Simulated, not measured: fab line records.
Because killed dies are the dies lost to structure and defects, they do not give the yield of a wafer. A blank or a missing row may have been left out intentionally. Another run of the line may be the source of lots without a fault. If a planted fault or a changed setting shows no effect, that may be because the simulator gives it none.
fab line records + flow nandHarc
[record]
- lots = 6
- wafers = 16
- lastDay = 34
route steps=1302 shown A_CHANNEL_HOLE_D2@607 A_CHANNEL_FILL_D2@610
lots with no fault: from the same line, run without faults
startH: hours from the record's opening day to when the first of the lot's shown wafers began + waitH: hours from the lot's prior step to this one + " as in the row above + L1.1+2: a single row standing in for several wafers + - either no value or no given start + * or withheld: withheld + < > ~ a bound
route shown NAME@n: NAME is a module with steps in the file, n the number in the route of the first one + usual: mean/standard deviation of fault-free wafers + same: alike in all rows + chamber/n: place in a boat + sites: the reading at each site + _std_site: the standard deviation of these + _edge_site: the outer-site mean with the inner-site mean subtracted + radiusMm: how far each site lies from the wafer's centre + mask NAME#n: copy n + behind: the last tool/chamber to shape the wafer + hold: the reason the lot was held/the length of the hold in hours/how it ended + device: which transistor (n, p or np) failed to switch + end of line: the tests these same wafers got at the end of their route + a step without rows: its recipe alone + killed: count of dies lost to structure and defects at first sort (not the wafer's yield) + map: a wafer's dies, marking killed ones x, the rest . and places with no die _
set.NAME: the setting the step ran with; set.NAME@STEP: the setting that earlier step ran with + model.NAME: the simulator's own value behind a step, which no gauge read
certain route steps with their lots: each step a table, each wafer a row
services: the hour from which a tool's chamber was out of use, counted from the record's first day as startH (under 0 if before that day), plus the number of hours and why
[[steps]]
[step NHARC_A_CHANNEL_HOLE_D2_CD_MEAS_31]
[usual]
- cdNm = 90.0/1.2
| lot.wafer | tool     | chamber | startH | waitH | cdNm |
|-----------|----------|---------|--------|-------|------|
| L552.2    | cdSem-03 | -       | 342.28 | -     | 88.7 |
| L552.3    | "        | -       | "      | "     | 91.3 |
| L552.6    | "        | -       | "      | "     | 90.2 |
| L556.1    | cdSem-01 | -       | 388.70 | -     | 90.3 |
| L556.3    | "        | -       | "      | "     | 89.0 |
| L556.4    | "        | -       | "      | "     | 90.7 |
| L561.4    | cdSem-01 | -       | 449.20 | -     | 88.3 |
| L561.5    | "        | -       | "      | "     | 90.6 |
| L563.3    | cdSem-03 | -       | 456.93 | -     | 88.3 |
| L563.5    | "        | -       | "      | "     | 90.3 |
| L568.1    | cdSem-03 | -       | 510.60 | -     | 90.5 |
| L568.2    | "        | -       | "      | "     | 90.8 |
| L568.3    | "        | -       | "      | "     | 93.2 |
| L569.1    | cdSem-02 | -       | 531.11 | -     | 88.8 |
| L569.2    | "        | -       | "      | "     | 89.7 |
| L569.5    | "        | -       | "      | "     | 89.2 |
[step NHARC_A_CHANNEL_HOLE_D2_XSEM_32]
[recipe]
- landingEnergyEv = 35000
[usual]
- botCdNm = 74.5/1.4
- bowNm = 8.60/0.26
- tiltDeg = 0.07/0.035
| lot.wafer | tool    | chamber | startH | waitH | botCdNm | bowNm | tiltDeg |
|-----------|---------|---------|--------|-------|---------|-------|---------|
| L552.2    | xsem-02 | 0       | 342.37 | 0.1   | 74.6    | 8.36  | 0.06    |
| L552.3    | "       | 0       | "      | "     | 76.2    | 8.39  | 0.06    |
| L552.6    | "       | 0       | "      | "     | 75.3    | 8.34  | 0.06    |
| L556.1    | xsem-01 | 0       | 388.78 | 0.1   | 74.7    | 8.53  | 0.06    |
| L556.3    | "       | 0       | "      | "     | 73.2    | 8.66  | 0.06    |
| L556.4    | "       | 0       | "      | "     | 74.5    | 8.62  | 0.06    |
| L561.4    | xsem-02 | 0       | 449.29 | 0.1   | 72.3    | 8.77  | 0.05    |
| L561.5    | "       | 0       | "      | "     | 75.4    | 8.89  | 0.05    |
| L563.3    | xsem-02 | 0       | 457.02 | 0.1   | 74.2    | 8.27  | 0.04    |
| L563.5    | "       | 0       | "      | "     | 76.2    | 8.19  | 0.04    |
| L568.1    | xsem-01 | 0       | 510.68 | 0.1   | 74.1    | 8.59  | 0.02    |
| L568.2    | "       | 0       | "      | "     | 75.4    | 8.52  | 0.02    |
| L568.3    | "       | 0       | "      | "     | 77.4    | 8.58  | 0.02    |
| L569.1    | xsem-01 | 0       | 531.20 | 0.1   | 72.2    | 8.36  | 0.12    |
| L569.2    | "       | 0       | "      | "     | 73.4    | 8.37  | 0.12    |
| L569.5    | "       | 0       | "      | "     | 72.9    | 8.39  | 0.12    |
[step NHARC_A_CHANNEL_HOLE_D2_INSPECT_40]
[usual]
- rawDefectCount = 273/73
| lot.wafer | tool             | chamber | startH | waitH | rawDefectCount |
|-----------|------------------|---------|--------|-------|----------------|
| L552.2    | defectInspect-02 | -       | 342.47 | -     | 304            |
| L552.3    | "                | -       | "      | "     | 318            |
| L552.6    | "                | -       | "      | "     | 283            |
| L556.1    | defectInspect-02 | -       | 388.88 | -     | 329            |
| L556.3    | "                | -       | "      | "     | 254            |
| L556.4    | "                | -       | "      | "     | 237            |
| L561.4    | defectInspect-01 | -       | 449.38 | -     | 229            |
| L561.5    | "                | -       | "      | "     | 223            |
| L563.3    | defectInspect-01 | -       | 457.11 | -     | 183            |
| L563.5    | "                | -       | "      | "     | 313            |
| L568.1    | defectInspect-02 | -       | 510.78 | -     | 232            |
| L568.2    | "                | -       | "      | "     | 255            |
| L568.3    | "                | -       | "      | "     | 218            |
| L569.1    | defectInspect-02 | -       | 531.31 | -     | 369            |
| L569.2    | "                | -       | "      | "     | 235            |
| L569.5    | "                | -       | "      | "     | 229            |
[step NHARC_A_CHANNEL_FILL_D2_PRECLEAN_00]
[recipe]
- timeS = *
- tempC = 50
- bathAgeMin = 0
- chemistry = SC1
[step NHARC_A_CHANNEL_FILL_D2_SRD_01]
[step NHARC_A_CHANNEL_FILL_D2_ALD_02]
[recipe]
- targetThkA = 60
- pulseTimeS = 10
- aldCycles = 60
- tempC = 300
- material = SiO2
[usual]
- heaterPowerW = 494/48
- precursorPulseHeightRel = 0.999/0.019
| lot.wafer | tool     | chamber | startH | waitH | heaterPowerW | precursorPulseHeightRel |
|-----------|----------|---------|--------|-------|--------------|-------------------------|
| L552.3    | aldHk-04 | 1       | 342.75 | -     | 480          | 1.041                   |
| L552.2    | "        | 2       | "      | "     | 524          | 1.011                   |
| L552.6    | "        | 1       | "      | "     | 469          | 1.003                   |
| L556.1    | aldHk-02 | 0       | 389.07 | -     | 512          | 0.999                   |
| L556.4    | "        | 2       | "      | "     | 526          | 1.010                   |
| L556.3    | "        | 3       | "      | "     | 535          | 0.958                   |
| L561.4    | aldHk-04 | 2       | 449.94 | -     | 533          | 1.005                   |
| L561.5    | "        | 2       | "      | "     | 543          | 1.031                   |
| L563.3    | aldHk-02 | 2       | 457.30 | -     | 509          | 1.002                   |
| L563.5    | "        | 3       | "      | "     | 548          | 1.038                   |
| L568.2    | aldHk-04 | 3       | 511.05 | -     | 457          | 1.020                   |
| L568.3    | "        | 0       | "      | "     | 561          | 0.980                   |
| L568.1    | "        | 1       | "      | "     | 459          | 1.067                   |
| L569.1    | aldHk-04 | 1       | 531.50 | -     | 458          | 1.013                   |
| L569.2    | "        | 3       | "      | "     | 454          | 0.959                   |
| L569.5    | "        | 2       | "      | "     | 541          | 0.975                   |
[step NHARC_A_CHANNEL_FILL_D2_ALD_03]
[recipe]
- targetThkA = 60
- pulseTimeS = 60
- aldCycles = 58
- tempC = 630
- pressureTorr = 2
- material = SiNx
[usual]
- precursorPulseHeightRel = 0.999/0.017
| lot.wafer | tool           | chamber | startH | waitH | precursorPulseHeightRel |
|-----------|----------------|---------|--------|-------|-------------------------|
| L552.2    | aldSinBatch-01 | 0       | -      | -     | 1.017                   |
| L552.3    | "              | 0       | "      | "     | 1.009                   |
| L552.6    | "              | 0       | "      | "     | 0.984                   |
| L556.1    | aldSinBatch-01 | 0       | -      | -     | 0.999                   |
| L556.3    | "              | 0       | "      | "     | 0.979                   |
| L556.4    | "              | 0       | "      | "     | 0.996                   |
| L561.4    | aldSinBatch-01 | 0       | -      | -     | 1.018                   |
| L561.5    | "              | 0       | "      | "     | 0.982                   |
| L563.3    | aldSinBatch-02 | 0       | -      | -     | 0.984                   |
| L563.5    | "              | 0       | "      | "     | 0.982                   |
| L568.1    | aldSinBatch-02 | 0       | -      | -     | 0.997                   |
| L568.2    | "              | 0       | "      | "     | 1.006                   |
| L568.3    | "              | 0       | "      | "     | 1.001                   |
| L569.1    | aldSinBatch-01 | 0       | -      | -     | 1.001                   |
| L569.2    | "              | 0       | "      | "     | 1.029                   |
| L569.5    | "              | 0       | "      | "     | 1.011                   |
[step NHARC_A_CHANNEL_FILL_D2_ALD_14]
[recipe]
- targetThkA = 25
- pulseTimeS = 10
- aldCycles = 25
- tempC = 300
- material = SiO2
[step NHARC_A_CHANNEL_FILL_D2_ALD_15]
[recipe]
- targetThkA = 20
- pulseTimeS = 60
- aldCycles = 19
- tempC = 630
- pressureTorr = 2
- material = SiNx
[step NHARC_A_CHANNEL_FILL_D2_ALD_16]
[recipe]
- targetThkA = 15
- pulseTimeS = 10
- aldCycles = 15
- tempC = 300
- material = SiO2
[usual]
- heaterPowerW = 491/48
- precursorPulseHeightRel = 1.002/0.019
| lot.wafer | tool     | chamber | startH | waitH | heaterPowerW | precursorPulseHeightRel |
|-----------|----------|---------|--------|-------|--------------|-------------------------|
| L552.2    | aldHk-03 | 1       | 354.19 | 0.2   | 422          | 1.012                   |
| L552.3    | "        | 3       | "      | "     | 558          | 1.018                   |
| L552.6    | "        | 1       | "      | "     | 419          | 0.999                   |
| L556.4    | aldHk-04 | 2       | 401.29 | 0.0   | 522          | 0.970                   |
| L556.1    | "        | 3       | "      | "     | 480          | 1.015                   |
| L556.3    | "        | 1       | "      | "     | 465          | 0.992                   |
| L561.4    | aldHk-04 | 2       | 462.10 | 0.0   | 537          | 0.995                   |
| L561.5    | "        | 3       | "      | "     | 471          | 1.020                   |
| L563.3    | aldHk-03 | 3       | 469.51 | 0.0   | 556          | 0.984                   |
| L563.5    | "        | 0       | "      | "     | 425          | 0.974                   |
| L568.2    | aldHk-04 | 0       | 523.20 | 0.0   | 561          | 1.013                   |
| L568.3    | "        | 1       | "      | "     | 467          | 1.041                   |
| L568.1    | "        | 2       | "      | "     | 548          | 1.035                   |
| L569.2    | aldHk-04 | 2       | 543.88 | 0.2   | 536          | 0.990                   |
| L569.1    | "        | 0       | "      | "     | 554          | 1.034                   |
| L569.5    | "        | 2       | "      | "     | 540          | 0.961                   |
[step NHARC_A_CHANNEL_FILL_D2_ANNEAL_17]
[recipe]
- tempC = 850
- timeS = 1800
[step NHARC_A_CHANNEL_FILL_D2_CVD_18]
[recipe]
- targetThkA = 30
- tempC = 550
- material = poly-Si
[step NHARC_A_CHANNEL_FILL_D2_ETCHBACK_19]
[recipe]
- targetDepthA = 50
- timeS = 1.7
- hbrFlowSccm = 150
- cl2FlowSccm = 50
- rfW = 400
- icpW = 400
- biasW = 100
- chemistry = HBr/Cl2
[usual]
- drypumpMotorCurrentA = 5.5/0.45
- oesProductAu = 1.002/0.0082
- rfFwdPowerW = 390.2/1.2
- throttleValvePct = 26.406/0.0092
[same]
- timeS = 1.7
| lot.wafer | tool     | chamber | startH | waitH | drypumpMotorCurrentA | oesProductAu | rfFwdPowerW | rfHoursCounterH | throttleValvePct |
|-----------|----------|---------|--------|-------|----------------------|--------------|-------------|-----------------|------------------|
| L552.3    | rieSi-03 | 0       | 365.88 | 0.4   | 5.0                  | 1.002        | 390.4       | 0.68            | 26.404           |
| L552.2    | "        | 1       | "      | "     | 6.0                  | 1.003        | 391.1       | 0.94            | 26.415           |
| L552.6    | "        | 1       | "      | "     | 6.0                  | 0.996        | 389.2       | -               | 26.403           |
| L556.3    | rieSi-02 | 3       | 416.98 | 0.4   | 4.7                  | 0.995        | 389.5       | 0.82            | 26.413           |
| L556.1    | "        | 0       | "      | "     | 5.8                  | 1.006        | 390.0       | 0.85            | 26.416           |
| L556.4    | "        | 2       | "      | "     | 5.3                  | 1.003        | 388.3       | 0.89            | 26.414           |
| L561.4    | rieSi-02 | 0       | 473.40 | 0.4   | 5.8                  | 1.007        | 391.6       | 0.08            | 26.404           |
| L561.5    | "        | 3       | "      | "     | 4.7                  | 0.916        | 389.9       | -               | 26.406           |
| L563.3    | rieSi-02 | 1       | 481.35 | 0.4   | 6.0                  | 1.013        | 391.5       | 0.09            | 26.409           |
| L563.5    | "        | 1       | "      | "     | 6.0                  | 0.926        | 391.3       | -               | 26.413           |
| L568.3    | rieSi-03 | 3       | 535.08 | 0.4   | 5.7                  | 1.001        | 390.2       | 0.69            | 26.402           |
| L568.1    | "        | 0       | "      | "     | 5.0                  | 1.011        | 392.7       | 0.78            | 26.399           |
| L568.2    | "        | 1       | "      | "     | 6.0                  | 1.014        | 388.9       | 1.00            | 26.401           |
| L569.1    | rieSi-02 | 2       | 555.53 | 0.4   | 5.3                  | 0.992        | 392.3       | 0.57            | 26.421           |
| L569.2    | "        | 0       | "      | "     | 5.7                  | 1.006        | 390.9       | 0.46            | 26.403           |
| L569.5    | "        | 2       | "      | "     | 5.3                  | 0.981        | 391.7       | -               | 26.413           |
[step NHARC_A_CHANNEL_FILL_D2_ETCHBACK_20]
[recipe]
- targetDepthA = 270
- timeS = 13.5
- c4f8FlowSccm = withheld
- o2FlowSccm = 8
- arFlowSccm = withheld
- rfW = 600
- biasW = 1500
- chemistry = C4F8/O2/Ar
[usual]
- oesProductAu = 0.985/0.027
- rfFwdPowerW = 586.8/2.5
- rfVppV = 981/3.7
[same]
- timeS = 13.5
| lot.wafer | tool       | chamber | startH | waitH | oesProductAu | rfFwdPowerW | rfHoursCounterH | rfVppV |
|-----------|------------|---------|--------|-------|--------------|-------------|-----------------|--------|
| L552.2    | rieDiel-08 | 1       | 366.01 | -     | 1.016        | 583.1       | 6               | 987    |
| L552.3    | "          | 0       | "      | "     | 0.999        | 584.0       | 5               | 979    |
| L552.6    | "          | 1       | "      | "     | 1.026        | 585.5       | -               | 988    |
| L556.1    | rieDiel-08 | 1       | 417.12 | -     | 0.989        | 587.2       | 1               | 988    |
| L556.3    | "          | 2       | "      | "     | 0.999        | 589.5       | 1               | 979    |
| L556.4    | "          | 3       | "      | "     | 0.989        | 586.4       | 1               | 980    |
| L561.4    | rieDiel-13 | 0       | 473.55 | -     | 0.916        | 587.2       | 3               | 980    |
| L561.5    | "          | 2       | "      | "     | 0.928        | 595.1       | -               | 982    |
| L563.3    | rieDiel-13 | 0       | 481.48 | -     | 0.990        | 588.0       | 4               | 979    |
| L563.5    | "          | 3       | "      | "     | 1.003        | 587.2       | -               | 982    |
| L568.3    | rieDiel-13 | 1       | 535.19 | -     | 0.993        | 588.8       | 0               | 983    |
| L568.2    | "          | 2       | "      | "     | 1.003        | 591.1       | 0               | 981    |
| L568.1    | "          | 3       | "      | "     | 0.994        | 585.9       | 0               | 982    |
| L569.2    | rieDiel-11 | 3       | 555.66 | -     | 0.996        | 588.7       | 15              | 986    |
| L569.1    | "          | 0       | "      | "     | 0.996        | 589.3       | 16              | 980    |
| L569.5    | "          | 2       | "      | "     | 0.989        | 588.9       | -               | 972    |
[[services]]
| tool           | chamber | startH | hours | kind      |
|----------------|---------|--------|-------|-----------|
| rieDiel-13     | -       | 342.03 | 9.0   | pm        |
| rieSi-03       | -       | 350.70 | 0.8   | repair    |
| aldHk-02       | -       | 351.11 | 10.0  | pm        |
| rieDiel-13     | 1       | 359.68 | 21.7  | repair    |
| rieDiel-11     | 2       | 364.01 | 9.2   | repair    |
| rieDiel-08     | -       | 367.80 | 9.0   | pm        |
| xsem-01        | -       | 374.00 | 14.0  | pm        |
| aldHk-03       | -       | 391.35 | 10.0  | pm        |
| rieSi-03       | -       | 398.20 | 9.0   | pm        |
| rieDiel-13     | 2       | 400.71 | 5.0   | repair    |
| rieDiel-13     | 2       | 410.13 | 6.3   | repair    |
| aldHk-04       | -       | 435.58 | 10.0  | pm        |
| aldHk-04       | 0       | 435.58 | 10.0  | ventCycle |
| aldHk-04       | 1       | 435.58 | 10.0  | ventCycle |
| rieDiel-11     | 3       | 444.94 | 3.1   | repair    |
| rieSi-02       | -       | 454.00 | 9.0   | pm        |
| rieDiel-11     | -       | 469.03 | 9.0   | pm        |
| aldSinBatch-01 | -       | 506.21 | 26.0  | pm        |
| aldHk-04       | -       | 510.36 | 0.5   | repair    |
| rieDiel-13     | -       | 519.03 | 9.0   | pm        |
| rieDiel-11     | 1       | 522.40 | 4.4   | repair    |
| rieDiel-08     | -       | 544.80 | 9.0   | pm        |
| rieSi-02       | -       | 551.17 | 0.7   | repair    |
| rieDiel-11     | 1       | 553.53 | 7.1   | repair    |
[[key]]
[firstSign]
- step = NHARC_A_CHANNEL_FILL_D2_ETCHBACK_19
- reading = oesProductAu
- direction = down
- sigmas = 9.9
- usual = 1.002
- struck = 0.921
effect none on later readings
metAt NHARC_A_CHANNEL_FILL_D2_ETCHBACK_19
struckWafers L561.5,L563.5
testerLeftOut L561,L563
onsetBetween 416.98 473.40
[fault]
- kind = processParameterDrift
- tool = rieSi-02
- chamber = -
- onsetH = 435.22
- steps = NHARC_A_CHANNEL_FILL_D2_ETCHBACK_19
- channel = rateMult
- offset = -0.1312
- shape = step
- endH = 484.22
- scope = struckWafersOnly
// testerLeftOut: of these lots the tester's yield and bins aren't shown, on N5 and GAA mostly nor the transistor test; their killed dies are dies lost to structure and defects alone, not to doping, threshold or leakage, so they don't give the yield
